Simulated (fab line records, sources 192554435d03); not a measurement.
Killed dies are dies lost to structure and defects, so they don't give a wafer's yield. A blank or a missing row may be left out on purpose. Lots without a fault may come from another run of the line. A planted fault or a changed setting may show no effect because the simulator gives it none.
One fault seen from 3 desks | flow n5_finfet | each desk has only its own numbers; what lay behind them comes last

THE DEFECT DESK
What the inspections along the route counted, lot by lot: means of the sampled wafers that have a number. A lot is out of limits, marked OUT, if its mean lies more than 4 standard deviations from the usual mean; the brackets give that distance.
Columns: A = raw_defect_count at N5_BEOL_M8_INSPECT_30, usual 394
lot  | first seen here | A
L345 | day 11 09:59    | 459
L349 | day 12 09:04    | 499
L351 | day 12 23:13    | 404
L355 | day 14 01:36    | 405
L360 | day 15 09:38    | 350
This desk's finding: nothing out of limits on any of the 5 lots.

THE METROLOGY DESK
What the gauges read, lot by lot, whatever tool the lot ran on: means of the sampled wafers that have a number. A lot is out of limits, marked OUT, if its mean lies more than 4 standard deviations from the usual mean; the brackets give that distance.
Columns: A = cd_nm at N5_BEOL_M8_CD_MEAS_28, usual 39.99 nm; B = V7_OVL at N5_BEOL_M8_OVL_MEAS_29, usual -0.1 nm; C = trench_depth_nm at N5_BEOL_M8_OCD_MEAS_38, usual 93.0 nm; D = cd_nm at N5_BEOL_M8_CD_MEAS_35, usual 39.9 nm; E = M8_THK at N5_BEOL_M8_THK_MEAS_53, usual 78.3 nm
lot  | first seen here | A     | B    | C    | D    | E
L345 | day 11 09:53    | 39.87 | -0.5 | 93.7 | 39.2 | 79.5
L349 | day 12 08:58    | 39.89 | -0.5 | 92.7 | 39.1 | 77.6
L351 | day 12 23:07    | 39.99 | 0.1  | 95.1 | 39.7 | 81.8
L355 | day 14 01:31    | 39.79 | -0.2 | 94.2 | 40.0 | 77.3
L360 | day 15 09:33    | 39.74 | 0.6  | 93.7 | 40.5 | 81.5
This desk's finding: nothing out of limits on any of the 5 lots.

THE TOOL OWNER'S DESK: rie_diel-01
The tool's own readings at N5_BEOL_M8_TRENCH_ETCH_37 (etches SiCOH lowk in C4F6/O2, target depth 93.478 nm, time 31.2 s): means of the sampled wafers that have a number, for each lot that ran on this tool. A lot is out of limits, marked OUT, if its mean lies more than 4 standard deviations from the usual mean; the brackets give that distance.
Columns: A = bias_w at N5_BEOL_M8_TRENCH_ETCH_37, usual 185.0 W; B = drypump_motor_current_A at N5_BEOL_M8_TRENCH_ETCH_37, usual 5.7 A; C = mfc_ar_sccm at N5_BEOL_M8_TRENCH_ETCH_37, usual 300.1 sccm; D = oes_product_au at N5_BEOL_M8_TRENCH_ETCH_37, usual 0.81 a.u.; E = rf_vpp_V at N5_BEOL_M8_TRENCH_ETCH_37, usual 674 V; F = showerhead_plenum_p_Torr at N5_BEOL_M8_TRENCH_ETCH_37, usual 2.90 Torr; G = throttle_valve_pct at N5_BEOL_M8_TRENCH_ETCH_37, usual 20.9 %
lot  | first seen here | A               | B   | C     | D    | E   | F    | G
L349 | day 12 09:52    | 185.2           | 5.6 | 300.9 | 0.73 | 665 | 2.87 | 21.0
L351 | day 12 23:31    | 206.9 (+38) OUT | 5.8 | 301.1 | 0.70 | 756 | 2.93 | 21.2
This desk's finding: out of limits on L351; first on L351, day 12 23:31 (bias_w at N5_BEOL_M8_TRENCH_ETCH_37). In limits: L349.

PUT TOGETHER
The tool owner's desk could have raised an alarm at day 12 23:31, on L351.
The defect desk saw nothing out of limits.
The metrology desk saw nothing out of limits.
The defect desk has L351 on record, within its limits.
The metrology desk has L351 on record, within its limits.
Of the lots named, all ran N5_BEOL_M8_TRENCH_ETCH_37 on rie_diel-01.

WHAT THE SIMULATOR HAD PUT IN
Process parameter drift: rie_diel-01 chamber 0, from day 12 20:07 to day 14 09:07, at N5_BEOL_M8_TRENCH_ETCH_37. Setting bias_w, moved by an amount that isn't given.
Lots struck among those shown: L351.
Hours from the fault's start to each desk's first reading out of limits: the tool owner's desk, 3.
